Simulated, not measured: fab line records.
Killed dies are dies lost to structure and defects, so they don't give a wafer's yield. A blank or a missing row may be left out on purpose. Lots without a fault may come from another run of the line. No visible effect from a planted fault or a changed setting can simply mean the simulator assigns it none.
Chamber matching -- flow n5 finfet -- N5_FIN_SAQP_MANDREL_ETCH_58 on rie si-01: 4 sister chambers
The step etches a-Si in HBr/Cl2, stops on SiNx, target depth 45 nm, bt time 10 s, time 27 s. 8 wafers are shown with their chamber, then 9 later ones without.

== WAFERS, EACH WITH ITS CHAMBER ==
wafer,chamber,throttle valve pct (%),drypump motor current A (A)
L081.2,0,35.48,5.5
L081.4,2,35.27,5.8
L082.1,3,35.84,6.1
L082.2,2,35.31,5.8
L082.5,1,35.99,5.8
L083.3,1,35.99,5.9
L083.5,3,35.81,6.1
L083.6,0,35.49,5.5

== WAFERS WITH NO CHAMBER GIVEN ==
wafer,throttle valve pct (%),drypump motor current A (A)
L089.1,35.47,5.5
L089.2,35.99,5.9
L089.3,35.28,5.8
L092.4,35.96,5.9
L092.5,35.99,5.9
L092.6,35.46,5.5
L094.2,35.49,5.5
L094.3,35.83,6.1
L094.6,36.00,5.9

== EACH ONE'S CHAMBER ==
wafer,from the rows above,in truth
L089.1,0,0
L089.2,1,1
L089.3,2,2
L092.4,1,1
L092.5,1,1
L092.6,0,0
L094.2,0,0
L094.3,3,3
L094.6,1,1
9 of 9 placed correctly. Not placeable from these rows: 0. Wrongly placed: 0.
How it was worked out, from the rows above alone: a wafer's distance from a chamber is the root of the sum, over the readings, of the square of ((its reading less the chamber's mean) divided by the reading's scatter). If the next closest chamber is less than 2 further off than the closest, the wafer can't be placed; otherwise it belongs to the closest. The mean given for a chamber averages the wafers shown for that chamber. The scatter: take each reading less its chamber's mean, square it, sum over the shown wafers, divide by the number of wafers less the number of chambers, and take the root.
